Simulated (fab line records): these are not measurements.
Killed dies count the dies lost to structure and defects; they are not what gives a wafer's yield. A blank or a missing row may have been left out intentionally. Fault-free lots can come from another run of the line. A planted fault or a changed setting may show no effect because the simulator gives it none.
Which tool did it?    flow n5Finfet    Sampling: 24 lots, 72 wafers, 6 of 1938 route steps

WHAT THE GAUGES SHOWED, per wafer
N5_BEOL_M14_CD_MEAS_10: target cd 250 nm. Usual: cdNm at 250.2 nm, with a standard deviation of 1.6.
lot   measured      on        cdNm (nm)          flag
L075  day 11 11:45  cdSem-02  248.9 248.1 249.4  
L077  day 11 13:06  cdSem-01  252.1 248.9 253.0  
L076  day 11 15:51  cdSem-03  251.1 251.6 251.4  
L074  day 12 01:11  cdSem-01  247.7 246.4 249.8  
L079  day 12 06:19  cdSem-01  250.9 251.3 248.3  
L078  day 12 08:59  cdSem-02  249.4 248.5 250.3  
L080  day 12 13:02  cdSem-03  246.9 247.9 247.6  
L081  day 12 16:19  cdSem-01  250.7 250.4 249.1  
L082  day 13 00:08  cdSem-03  249.0 249.3 252.4  
L083  day 13 15:34  cdSem-03  250.2 248.2 249.8  
L084  day 13 18:01  cdSem-01  248.6 249.4 250.1  
L086  day 14 05:49  cdSem-01  249.3 250.3 250.2  
L085  day 14 06:10  cdSem-03  250.8 251.4 252.1  
L087  day 14 13:36  cdSem-03  247.9 251.1 247.9  
L089  day 14 18:56  cdSem-01  248.4 249.3 249.2  
L088  day 14 21:05  cdSem-01  249.4 249.6 249.9  
L091  day 15 00:50  cdSem-02  252.9 251.8 248.8  
L090  day 15 13:10  cdSem-01  251.6 249.5 251.0  
L092  day 15 13:55  cdSem-01  248.6 249.3 250.2  
L094  day 15 19:17  cdSem-02  252.5 251.5 251.5  
L093  day 16 01:45  cdSem-02  251.1 253.9 251.3  
L095  day 16 04:02  cdSem-01  250.2 248.5 250.4  
L097  day 16 20:44  cdSem-03  249.6 248.8 249.2  
L096  day 16 21:00  cdSem-02  251.4 251.4 252.9  

N5_BEOL_M14_INSPECT_12: inspects for defects (macro). Usual: rawDefectCount at 1.8, with a standard deviation of 1.3.
lot   measured      on                rawDefectCount  flag
L075  day 11 11:48  defectInspect-01  2 1 3           
L077  day 11 13:09  defectInspect-01  0 0 1           
L076  day 11 15:54  defectInspect-02  5 2 1           
L074  day 12 01:14  defectInspect-02  3 3 1           
L079  day 12 06:22  defectInspect-02  0 1 2           
L078  day 12 09:02  defectInspect-02  2 2 2           
L080  day 12 13:05  defectInspect-02  3 1 0           
L081  day 12 16:22  defectInspect-02  3 2 1           
L082  day 13 00:11  defectInspect-02  1 4 4           
L083  day 13 15:37  defectInspect-02  3 4 1           
L084  day 13 18:04  defectInspect-01  4 2 2           
L086  day 14 05:53  defectInspect-01  5 2 2           
L085  day 14 06:14  defectInspect-01  1 1 2           
L087  day 14 13:40  defectInspect-02  2 1 2           
L089  day 14 19:00  defectInspect-01  2 0 2           
L088  day 14 21:09  defectInspect-01  2 3 3           
L091  day 15 00:53  defectInspect-01  2 0 6           
L090  day 15 13:14  defectInspect-01  0 0 1           
L092  day 15 13:58  defectInspect-02  1 1 0           
L094  day 15 19:20  defectInspect-01  2 1 1           
L093  day 16 01:48  defectInspect-02  0 2 1           
L095  day 16 04:05  defectInspect-01  2 0 0           
L097  day 16 20:47  defectInspect-01  0 1 2           
L096  day 16 21:04  defectInspect-02  1 3 1           

N5_BEOL_M14_OVL_MEAS_29. Usual: for M14_OVL the level is -1 nm and the standard deviation is 6.
lot   measured      on          M14_OVL (nm)  flag
L075  day 11 12:45  overlay-01  -1 11 -1      
L077  day 11 14:02  overlay-02  1 -1 7        
L076  day 11 16:44  overlay-02  0 0 -1        
L074  day 12 02:12  overlay-02  -3 5 3        
L079  day 12 07:12  overlay-01  1 10 -1       
L078  day 12 10:14  overlay-01  5 12 -3       
L080  day 12 13:56  overlay-02  2 15 4        
L081  day 12 17:19  overlay-02  2 9 7         
L082  day 13 01:01  overlay-01  -4 -7 -10     
L083  day 13 16:34  overlay-02  1 1 2         
L084  day 13 18:53  overlay-01  2 -7 -13      
L086  day 14 06:53  overlay-01  -3 1 -1       
L085  day 14 07:13  overlay-01  4 -1 4        
L087  day 14 14:29  overlay-02  12 11 6       
L089  day 14 19:57  overlay-02  -2 -1 -3      
L088  day 14 22:06  overlay-02  -8 -9 -4      
L091  day 15 01:51  overlay-01  1 2 -2        
L090  day 15 14:11  overlay-02  -10 -1 -4     
L092  day 15 14:48  overlay-02  3 8 1         
L094  day 15 20:27  overlay-02  8 -5 2        
L093  day 16 03:07  overlay-01  5 -2 -2       
L095  day 16 04:59  overlay-02  -4 3 3        
L097  day 16 21:54  overlay-02  0 -5 -6       
L096  day 16 22:04  overlay-01  -15 -17 -15   

N5_BEOL_M14_INSPECT_30: inspects for defects (macro). Usual: rawDefectCount at 2.0, with a standard deviation of 1.4.
lot   measured      on                rawDefectCount  flag
L075  day 11 12:47  defectInspect-02  2 3 1           
L077  day 11 14:04  defectInspect-01  1 4 2           
L076  day 11 16:45  defectInspect-01  1 2 1           
L074  day 12 02:14  defectInspect-02  1 0 1           
L079  day 12 07:13  defectInspect-01  4 2 2           
L078  day 12 10:16  defectInspect-02  3 4 1           
L080  day 12 14:05  defectInspect-02  1 4 2           
L081  day 12 17:29  defectInspect-02  1 2 1           
L082  day 13 01:02  defectInspect-02  1 0 5           
L083  day 13 16:35  defectInspect-01  3 1 1           
L084  day 13 18:55  defectInspect-02  0 2 2           
L086  day 14 06:54  defectInspect-01  1 2 3           
L085  day 14 07:14  defectInspect-01  2 1 4           
L087  day 14 14:31  defectInspect-01  3 1 4           
L089  day 14 19:58  defectInspect-02  3 2 1           
L088  day 14 22:07  defectInspect-01  1 1 0           
L091  day 15 01:52  defectInspect-02  3 5 0           
L090  day 15 14:12  defectInspect-02  3 2 2           
L092  day 15 14:49  defectInspect-01  1 6 2           
L094  day 15 20:29  defectInspect-02  0 1 2           
L093  day 16 03:09  defectInspect-01  2 1 0           
L095  day 16 05:01  defectInspect-02  1 0 3           
L097  day 16 21:56  defectInspect-02  2 2 1           
L096  day 16 22:05  defectInspect-02  3 2 4           

EACH LOT AND THE TOOL THAT RAN IT (in order: tool; ch and the chambers of the sampled wafers; start)
lot   N5_BEOL_M14_VIA_ETCH_16            N5_BEOL_M14_STRIP_64
L075  rieDiel-03 ch 1,2, day 11 11:55    rieDiel-03 ch 1,2, day 11 12:45 or earlier
L077  rieDiel-03 ch 0,3, day 11 13:20    rieDiel-03 ch 0,3, day 11 14:02 or earlier
L076  rieDiel-05 ch 0,1,3, day 11 16:01  rieDiel-05 ch 0,1,3, day 11 16:44 or earlier
L074  rieDiel-05 ch 1,2,3, day 12 01:22  rieDiel-05 ch 1,2,3, day 12 02:12 or earlier
L079  rieDiel-05 ch 1,3, day 12 06:29    rieDiel-05 ch 1,3, day 12 07:12 or earlier
L078  rieDiel-03 ch 1,2,3, day 12 09:32  rieDiel-03 ch 1,2,3, day 12 10:14 or earlier
L080  rieDiel-05 ch 1,3, day 12 13:14    rieDiel-05 ch 1,3, day 12 13:56 or earlier
L081  rieDiel-03 ch 2,3, day 12 16:29    rieDiel-03 ch 2,3, day 12 17:19 or earlier
L082  rieDiel-03 ch 0,1,3, day 13 00:19  rieDiel-03 ch 0,1,3, day 13 01:01 or earlier
L083  rieDiel-06 ch 0,1,2, day 13 15:44  rieDiel-06 ch 0,1,2, day 13 16:34 or earlier
L084  rieDiel-05 ch 0,1,2, day 13 18:11  rieDiel-05 ch 0,1,2, day 13 18:53 or earlier
L086  rieDiel-05 ch 2,3, day 14 06:02    rieDiel-05 ch 2,3, day 14 06:53 or earlier
L085  rieDiel-03 ch 0,3, day 14 06:31    rieDiel-03 ch 0,3, day 14 07:13 or earlier
L087  rieDiel-06 ch 2,3, day 14 13:47    rieDiel-06 ch 2,3, day 14 14:29 or earlier
L089  rieDiel-03 ch 1,2,3, day 14 19:07  rieDiel-03 ch 1,2,3, day 14 19:57 or earlier
L088  rieDiel-05 ch 0,1,2, day 14 21:21  rieDiel-05 ch 0,1,2, day 14 22:06 or earlier
L091  rieDiel-06 ch 0,1, day 15 01:08    rieDiel-06 ch 0,1, day 15 01:51 or earlier
L090  rieDiel-05 ch 1,2, day 15 13:21    rieDiel-05 ch 1,2, day 15 14:11 or earlier
L092  rieDiel-03 ch 1,3, day 15 14:05    rieDiel-03 ch 1,3, day 15 14:48 or earlier
L094  rieDiel-03 ch 2,3, day 15 19:45    rieDiel-03 ch 2,3, day 15 20:27 or earlier
L093  rieDiel-06 ch 1,2,3, day 16 02:06  rieDiel-06 ch 1,2,3, day 16 03:07 or earlier
L095  rieDiel-03 ch 2,3, day 16 04:16    rieDiel-03 ch 2,3, day 16 04:59 or earlier
L097  rieDiel-03 ch 1,2,3, day 16 20:55  rieDiel-03 ch 1,2,3, day 16 21:54 or earlier
L096  rieDiel-06 ch 0,1, day 16 21:11    rieDiel-06 ch 0,1, day 16 22:04 or earlier
- N5_BEOL_M14_VIA_ETCH_16: etches SiO2 in C4F8/O2/Ar, target depth 1231.3 nm.
- N5_BEOL_M14_STRIP_64: strips in O2.

AS READ BY THE TOOLS THEMSELVES (means over the sampled wafers that have a number; for cases with no such wafer, the mark the record gives instead)
N5_BEOL_M14_VIA_ETCH_16. Usual: chamberPressureMTorr 20.000 mTorr, standard deviation 0.018; drypumpMotorCurrentA 5.6 A, standard deviation 0.5; heInnerTorr 15.00 Torr, standard deviation 0.032; mfcArSccm 400.1 sccm, standard deviation 1.3; oesProductAu 0.74 a.u., standard deviation 0.064; rfVppV 2218 V, standard deviation 48; showerheadPlenumPTorr 3.40 Torr, standard deviation 0.076; throttleValvePct 30.93 %, standard deviation 0.21.
lot   tool        chamberPressureMTorr (mTorr)  drypumpMotorCurrentA (A)  heInnerTorr (Torr)  mfcArSccm (sccm)  oesProductAu (a.u.)  rfVppV (V)  showerheadPlenumPTorr (Torr)  throttleValvePct (%)  flag
L075  rieDiel-03  20.000                        5.9                       14.93               399.3             0.79                 2233        3.38                          30.74                 
L077  rieDiel-03  20.001                        6.0                       15.00               399.7             0.82                 2261        3.43                          31.06                 
L076  rieDiel-05  19.987                        5.7                       15.01               399.6             0.70                 2228        3.40                          30.92                 
L074  rieDiel-05  20.010                        5.3                       15.02               401.8             0.66                 2204        3.38                          30.89                 
L079  rieDiel-05  20.003                        5.4                       15.02               400.4             0.68                 2257        3.44                          30.79                 
L078  rieDiel-03  19.995                        5.7                       14.98               400.2             0.78                 2247        3.42                          30.73                 
L080  rieDiel-05  19.999                        5.4                       15.02               400.5             0.69                 2255        3.44                          30.79                 
L081  rieDiel-03  20.002                        5.6                       15.02               399.2             0.78                 2261        3.47                          30.73                 
L082  rieDiel-03  19.984                        5.9                       15.02               401.0             0.80                 2243        3.39                          30.87                 
L083  rieDiel-06  20.009                        5.3                       15.03               399.3             0.79                 2177        3.41                          30.99                 
L084  rieDiel-05  20.010                        5.3                       15.00               399.5             0.69                 2200        3.36                          30.93                 
L086  rieDiel-05  20.006                        5.7                       14.99               401.0             0.60                 2177        3.34                          30.97                 
L085  rieDiel-03  20.003                        6.0                       15.03               400.1             0.78                 2259        3.41                          31.07                 
L087  rieDiel-06  19.998                        4.8                       15.02               400.4             0.84                 2187        3.49                          31.01                 
L089  rieDiel-03  19.993                        5.7                       15.01               399.8             0.76                 2246        3.41                          30.76                 
L088  rieDiel-05  20.008                        5.3                       15.01               400.0             0.69                 2199        3.36                          30.94                 
L091  rieDiel-06  20.007                        5.5                       15.01               398.8             0.76                 2174        3.46                          31.03                 
L090  rieDiel-05  19.982                        5.0                       14.98               399.3             0.67                 2228        3.39                          30.82                 
L092  rieDiel-03  19.993                        5.6                       15.04               399.5             0.76                 2242        3.40                          30.67                 
L094  rieDiel-03  19.987                        5.7                       15.01               399.8             0.74                 2263        3.46                          30.86                 
L093  rieDiel-06  20.003                        5.1                       14.99               399.4             0.79                 2189        3.42                          31.06                 
L095  rieDiel-03  19.998                        5.7                       15.02               401.5             0.73                 2264        3.46                          30.87                 
L097  rieDiel-03  20.000                        5.7                       14.99               400.4             0.74                 2245        3.41                          30.77                 
L096  rieDiel-06  20.003                        5.5                       15.03               399.7             0.75                 2173        3.45                          31.04                 

N5_BEOL_M14_STRIP_64. Usual: value, then standard deviation, for each; chamberPressureMTorr 30.000 mTorr / 0.029; drypumpMotorCurrentA 5.6 A / 0.5; o2FlowSccm 225.0 sccm / 0.69; oesProductAu 0.82 a.u. / 0.075; rfVppV 3.7 V / 0.51; showerheadPlenumPTorr 2.08 Torr / 0.051; throttleValvePct 16.70 % / 0.16.
lot   tool        chamberPressureMTorr (mTorr)  drypumpMotorCurrentA (A)  o2FlowSccm (sccm)  oesProductAu (a.u.)  rfVppV (V)  showerheadPlenumPTorr (Torr)  throttleValvePct (%)  flag
L075  rieDiel-03  29.981                        5.9                       224.8              0.86                 3.5         2.08                          16.60                 
L077  rieDiel-03  29.962                        6.0                       225.6              0.94                 3.1         2.08                          16.64                 
L076  rieDiel-05  29.999                        5.7                       224.8              0.77                 3.2         2.07                          16.73                 
L074  rieDiel-05  30.004                        5.3                       224.7              0.73                 3.2         2.07                          16.84                 
L079  rieDiel-05  29.997                        5.4                       224.7              0.76                 3.9         2.11                          16.70                 
L078  rieDiel-03  29.963                        5.7                       225.7              0.87                 3.3         2.11                          16.62                 
L080  rieDiel-05  30.037                        5.4                       225.3              0.76                 4.3         2.11                          16.71                 
L081  rieDiel-03  29.997                        5.6                       224.2              0.86                 3.6         2.15                          16.62                 
L082  rieDiel-03  30.023                        5.9                       224.6              0.88                 3.6         2.08                          16.66                 
L083  rieDiel-06  30.015                        5.3                       224.6              0.87                 3.4         2.08                          16.57                 
L084  rieDiel-05  29.995                        5.3                       225.2              0.77                 4.1         2.05                          16.75                 
L086  rieDiel-05  30.004                        5.7                       224.6              0.68                 3.5         2.06                          17.02                 
L085  rieDiel-03  30.009                        6.0                       224.5              0.88                 3.4         2.08                          16.68                 
L087  rieDiel-06  29.992                        4.8                       225.1              0.95                 3.7         2.13                          16.67                 
L089  rieDiel-03  29.970                        5.7                       224.9              0.84                 3.9         2.11                          16.67                 
L088  rieDiel-05  30.004                        5.3                       225.2              0.76                 3.9         2.04                          16.76                 
L091  rieDiel-06  29.992                        5.4                       224.7              0.84                 3.2         2.09                          16.47                 
L090  rieDiel-05  30.020                        5.0                       225.4              0.74                 3.7         2.08                          16.73                 
L092  rieDiel-03  30.015                        5.6                       225.6              0.84                 3.9         2.11                          16.69                 
L094  rieDiel-03  30.015                        5.7                       225.5              0.81                 4.2         2.13                          16.67                 
L093  rieDiel-06  30.043                        5.1                       224.9              0.88                 3.6         2.09                          16.70                 
L095  rieDiel-03  29.977                        5.7                       224.5              0.81                 3.8         2.13                          16.66                 
L097  rieDiel-03  29.988                        5.7                       225.0              0.81                 3.5         2.10                          16.69                 
L096  rieDiel-06  30.004                        5.5                       224.8              0.82                 3.8         2.08                          16.50                 

THE ANSWER, worked out from the rows above alone
Rule: take the mean of a lot's wafers that have a number; if it is more than 3 standard deviations from the usual mean, the lot is off. A lot without any number at a reading at which 4 lots or more have one is off too. All remaining lots with rows at the step are treated as sound. The gauges are gone through in route order, then the tools' own readings, and for those a lot's mean is taken as printed above. At the first step where some lot is off, the reading lying furthest off is the one used; lots without a number count as furthest.
No lot is off on any of the readings shown, so nothing can be concluded from this.

WHAT THE SIMULATOR HAD PUT IN
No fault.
